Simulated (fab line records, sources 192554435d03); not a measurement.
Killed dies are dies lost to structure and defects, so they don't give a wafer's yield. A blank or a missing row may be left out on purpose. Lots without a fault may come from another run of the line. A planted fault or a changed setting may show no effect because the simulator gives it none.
Chamber matching | flow n5_finfet | N5_SD_EPI_N_ETCH_45 on rie_diel-02: 3 sister chambers
The step etches SiOCN in CH3F/O2, target depth 6 nm. 6 wafers are shown with their chamber, then 7 later ones without.

WAFERS WITH THEIR CHAMBER
wafer  | chamber | showerhead_plenum_p_Torr (Torr) | throttle_valve_pct (%)
L081.6 | 1       | 2.10                            | 23.24
L087.1 | 3       | 1.94                            | 23.30
L087.5 | 3       | 1.94                            | 23.31
L089.4 | 2       | 1.96                            | 23.56
L089.5 | 1       | 2.09                            | 23.28
L089.6 | 2       | 1.96                            | 23.55

WAFERS WITHOUT THEIR CHAMBER
wafer  | showerhead_plenum_p_Torr (Torr) | throttle_valve_pct (%)
L090.2 | 2.09                            | 23.27
L090.6 | 1.96                            | 23.56
L094.1 | 2.09                            | 23.28
L094.5 | 1.96                            | 23.56
L094.6 | 1.93                            | 23.33
L097.3 | 2.08                            | 23.27
L097.5 | 1.93                            | 23.35

WHICH CHAMBER EACH WENT THROUGH
wafer  | from the rows above | in truth
L090.2 | 1                   | 1
L090.6 | 2                   | 2
L094.1 | 1                   | 1
L094.5 | 2                   | 2
L094.6 | 3                   | 3
L097.3 | 1                   | 1
L097.5 | 3                   | 3
Placed correctly: 7 of 7. Can't be placed from these rows: 0. Placed wrongly: 0.
How it was worked out, from the rows above alone: a wafer's distance from a chamber is the root of the sum, over the readings, of the square of ((its reading less the chamber's mean) divided by the reading's scatter). The wafer belongs to the nearest chamber; if the next one is less than 2 further off, it can't be placed. A chamber's mean is the mean of its shown wafers. The scatter: the root of (the sum of the squares of (reading less its chamber's mean) over the shown wafers, divided by (wafers less chambers)).
